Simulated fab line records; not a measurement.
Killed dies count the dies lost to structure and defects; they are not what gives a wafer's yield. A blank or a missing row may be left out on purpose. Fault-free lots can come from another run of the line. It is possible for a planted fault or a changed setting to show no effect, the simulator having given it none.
Which tool was responsible?    flow n5_finfet    9 lots with 27 wafers sampled at 6 steps, on a route of 1938 steps

== WHAT THE GAUGES SHOWED, per wafer ==
N5_HKMG_FIN_CD_MEAS_12 targets a cd of 92.8 nm. Usual: cd_nm at 92.6 nm, with a standard deviation of 0.65.
lot   measured     on         cd_nm (nm)      flag
L546  day 5 02:46  cd_sem-01  93.9 93.9 93.8  
L547  day 5 10:43  cd_sem-02  93.1 93.2 93.2  
L549  day 5 23:02  cd_sem-02  92.8 92.1 93.2  
L551  day 6 07:52  cd_sem-01  92.6 92.2 93.4  
L554  day 7 01:26  cd_sem-02  92.2 91.9 91.6  
L560  day 8 13:39  cd_sem-03  89.7 89.4 89.5  OFF
L562  day 9 02:21  cd_sem-03  89.2 89.7 90.7  OFF
L563  day 9 07:18  cd_sem-02  89.6 88.6 89.6  OFF
L565  day 9 23:16  cd_sem-02  92.9 93.3 92.8  

N5_BEOL_M4_RC_MEAS_101. Usual: DIBL_N 36.4 mV/V, standard deviation 1.5; DIBL_P 35.8 mV/V, standard deviation 1.7; IOFF_N 0.154 nA/um, standard deviation 0.022; IOFF_P 0.21 nA/um, standard deviation 0.031; ION_N 672 uA/um, standard deviation 8.8; ION_P 462 uA/um, standard deviation 7.2; SS_N 71.5 mV/dec, standard deviation 0.53; SS_P 73.2 mV/dec, standard deviation 0.62; VT_N 250.4 mV, standard deviation 2.5; VT_P -250 mV, standard deviation 3.5.
lot   measured      on         DIBL_N (mV/V)   DIBL_P (mV/V)   IOFF_N (nA/um)     IOFF_P (nA/um)  ION_N (uA/um)  ION_P (uA/um)  SS_N (mV/dec)   SS_P (mV/dec)   VT_N (mV)          VT_P (mV)       flag
L546  day 8 09:25   prober-01  37.4 35.8 36.6  38.2 36.6 37.7  0.182 0.152 0.165  0.22 0.19 0.20  675 682 667    460 459 455    72.1 71.3 71.5  73.6 73.2 73.8  249.3 250.6 246.8  -251 -253 -253  
L547  day 9 13:22   prober-02  33.9 34.0 33.9  33.6 33.7 33.1  0.131 0.127 0.124  0.21 0.20 0.20  672 672 668    476 470 465    71.3 71.7 71.7  72.9 72.5 72.6  252.0 253.0 250.6  -247 -248 -248  
L549  day 10 07:44  prober-02  36.9 35.0 33.3  35.8 32.7 30.2  0.173 0.126 0.109  0.23 0.18 0.15  685 672 667    470 463 459    71.2 71.3 70.4  73.4 73.2 71.5  246.9 252.6 251.0  -246 -253 -253  
L551  day 11 06:26  prober-01  37.1 35.9 34.3  36.8 35.9 34.1  0.153 0.133 0.112  0.19 0.18 0.16  664 659 663    449 456 458    71.8 71.8 71.4  73.2 73.1 72.6  253.2 252.5 255.3  -255 -252 -252  
L554  day 11 12:22  prober-02  36.7 34.8 37.6  36.6 34.5 37.8  0.148 0.118 0.172  0.18 0.16 0.20  672 642 685    453 444 465    72.1 71.1 71.5  73.4 72.6 74.0  252.0 254.9 248.0  -254 -255 -252  
L560  day 12 23:16  prober-01  35.4 38.2 38.8  35.9 39.0 39.3  0.148 0.212 0.219  0.21 0.28 0.29  682 695 686    465 480 467    70.6 71.5 71.9  73.6 73.9 73.8  249.6 244.6 246.8  -249 -244 -241  
L562  day 13 10:49  prober-02  37.2 37.7 37.4  35.3 34.9 35.7  0.141 0.142 0.142  0.22 0.21 0.22  680 670 664    470 466 467    71.4 72.1 72.1  73.5 73.7 73.2  252.1 253.4 253.2  -248 -249 -247  
L563  day 13 09:31  prober-02  36.4 37.1 34.9  36.2 37.2 35.0  0.147 0.164 0.129  0.24 0.26 0.23  668 676 668    468 473 471    71.5 72.2 71.3  73.6 72.9 73.0  252.1 247.9 251.7  -247 -245 -245  
L565  day 14 10:36  prober-02  36.9 37.7 37.4  35.3 36.1 35.3  0.148 0.170 0.148  0.20 0.21 0.19  680 679 672    458 459 461    70.7 72.0 71.9  72.9 73.4 72.2  251.6 249.5 249.1  -250 -251 -251  

== TOOL THAT RAN EACH LOT (tool first, then ch and the chambers of the sampled wafers, then the start) ==
lot   N5_HKMG_FIN_ALD_79                  N5_HKMG_FIN_CVD_62                       N5_HKMG_FIN_PEB_10                N5_HKMG_FIN_STRIP_34
L546  ald_metal-02 ch 0,1,2, day 5 00:38  thermal_cvd_si-01 ch 0,1,2, day 5 01:01  litho_track-04 ch 0, day 5 02:42  rie_diel-02 ch 1,3, day 5 03:08
L547  ald_metal-02 ch 1,2,3, day 5 08:48  thermal_cvd_si-02 ch 0,1,2, day 5 09:10  litho_track-04 ch 0, day 5 10:38  rie_diel-06 ch 1,2, day 5 11:05
L549  ald_metal-04 ch 0,2,3, day 5 21:14  thermal_cvd_si-02 ch 0,2, day 5 21:35    litho_track-01 ch 0, day 5 22:58  rie_diel-02 ch 0,2,3, day 5 23:24
L551  ald_metal-02 ch 1,2, day 6 05:56    thermal_cvd_si-02 ch 0,2, day 6 06:18    litho_track-01 ch 0, day 6 07:48  rie_diel-06 ch 0,1, day 6 08:14
L554  ald_metal-04 ch 0,2,3, day 6 23:47  thermal_cvd_si-01 ch 0,1,2, day 7 00:02  litho_track-01 ch 0, day 7 01:22  rie_diel-02 ch 2,3, day 7 01:49
L560  ald_metal-03 ch 1,2,3, day 8 11:36  thermal_cvd_si-01 ch 0,1,2, day 8 12:01  litho_track-01 ch 0, day 8 13:35  rie_diel-06 ch 1,2,3, day 8 14:01
L562  ald_metal-02 ch 0,2,3, day 9 00:31  thermal_cvd_si-01 ch 1,2, day 9 00:52    litho_track-01 ch 0, day 9 02:17  rie_diel-06 ch 0,3, day 9 02:43
L563  ald_metal-02 ch 1,2, day 9 05:23    thermal_cvd_si-02 ch 0,2, day 9 05:44    litho_track-01 ch 0, day 9 07:14  rie_diel-02 ch 1,3, day 9 07:40
L565  ald_metal-04 ch 0,2, day 9 21:22    thermal_cvd_si-02 ch 0,1,2, day 9 21:43  litho_track-05 ch 0, day 9 23:12  rie_diel-06 ch 1,2,3, day 9 23:38
- N5_HKMG_FIN_ALD_79: deposits TiN, target thk 1.5 nm, pulse time 1 s, purge time 3 s.
- N5_HKMG_FIN_CVD_62: deposits a-Si from Si2H6, target thk 3 nm, time 20.8 s.
- N5_HKMG_FIN_PEB_10: peb time 60 s.
- N5_HKMG_FIN_STRIP_34: strips in CF4.

== WHAT THE TOOLS THEMSELVES READ (means of the sampled wafers that have a number; where no wafer has one, the mark that the record gives instead) ==
N5_HKMG_FIN_ALD_79. Usual: heater_power_w 926 W, standard deviation 100; precursor_pulse_height_rel 0.999, standard deviation 0.021.
lot   tool          heater_power_w (W)  precursor_pulse_height_rel  flag
L546  ald_metal-02  886                 1.007                       
L547  ald_metal-02  839                 1.002                       
L549  ald_metal-04  922                 1.026                       
L551  ald_metal-02  849                 0.997                       
L554  ald_metal-04  914                 0.993                       
L560  ald_metal-03  1003                0.978                       
L562  ald_metal-02  849                 1.015                       
L563  ald_metal-02  847                 1.001                       
L565  ald_metal-04  966                 0.990                       

N5_HKMG_FIN_CVD_62. Usual: heater_power_w at 1360 W, with a standard deviation of 160.
lot   tool               heater_power_w (W)  flag
L546  thermal_cvd_si-01  1479                
L547  thermal_cvd_si-02  1244                
L549  thermal_cvd_si-02  1188                
L551  thermal_cvd_si-02  1126                
L554  thermal_cvd_si-01  1485                
L560  thermal_cvd_si-01  1489                
L562  thermal_cvd_si-01  1503                
L563  thermal_cvd_si-02  1185                
L565  thermal_cvd_si-02  1247                

N5_HKMG_FIN_STRIP_34. Usual: chamber_pressure_mTorr 50.01 mTorr, standard deviation 0.048; drypump_motor_current_A 5.7 A, standard deviation 0.38; oes_product_au 0.78 a.u., standard deviation 0.075; power_w 299.9 W, standard deviation 0.99; rf_vpp_V 271.6 V, standard deviation 1.7; showerhead_plenum_p_Torr 1.81 Torr, standard deviation 0.071; throttle_valve_pct 13.65 %, standard deviation 0.2.
lot   tool         chamber_pressure_mTorr (mTorr)  drypump_motor_current_A (A)  oes_product_au (a.u.)  power_w (W)  rf_vpp_V (V)  showerhead_plenum_p_Torr (Torr)  throttle_valve_pct (%)  flag
L546  rie_diel-02  50.07                           5.6                          0.78                   299.5        271.7         1.83                             13.53                   
L547  rie_diel-06  49.97                           6.2                          0.70                   299.9        269.6         1.73                             13.94                   
L549  rie_diel-02  49.98                           5.7                          0.75                   299.0        270.7         1.81                             13.64                   
L551  rie_diel-06  49.96                           5.8                          0.80                   299.4        272.1         1.83                             13.67                   
L554  rie_diel-02  50.00                           5.6                          0.73                   299.1        270.4         1.78                             13.57                   
L560  rie_diel-06  50.03                           6.2                          0.84                   300.2        271.9         1.81                             13.55                   
L562  rie_diel-06  50.02                           5.8                          0.84                   300.8        272.6         1.85                             13.46                   
L563  rie_diel-02  50.05                           5.5                          0.77                   298.9        272.6         1.85                             13.72                   
L565  rie_diel-06  49.99                           6.2                          0.82                   300.6        272.1         1.81                             13.58                   

== THE ANSWER, worked out from the rows above alone ==
Rule: take the mean of a lot's wafers that have a number; if it is more than 3 standard deviations from the usual mean, the lot is off. Also off: a lot with no number at a reading for which 4 or more lots have one. The other lots that the step has rows for count as sound. After the gauges, taken in route order, come the tools' own readings; for these a lot's mean is taken, as printed above. At the first step where some lot is off, the reading lying furthest off is the one used; lots without a number count as furthest.
Off: L560, L562, L563 (N5_HKMG_FIN_CD_MEAS_12, cd_nm).
A tool fits if, at a process step before that reading, it ran every lot that is off, and no sound lot after the first of them. The gauges at N5_HKMG_FIN_CD_MEAS_12 are tried like those tools. One fits: N5_HKMG_FIN_PEB_10 on litho_track-01. A fault onset in the window from L554 (day 7 01:22, its last sound lot) to L560 (day 8 13:35, its first lot off) fits.

== WHAT THE SIMULATOR HAD INSERTED ==
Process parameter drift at N5_HKMG_FIN_PEB_10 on litho_track-01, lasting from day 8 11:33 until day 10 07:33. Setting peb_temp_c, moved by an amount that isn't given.
Struck lots among those shown: L560, L562, L563. This agrees with what the rule above found.
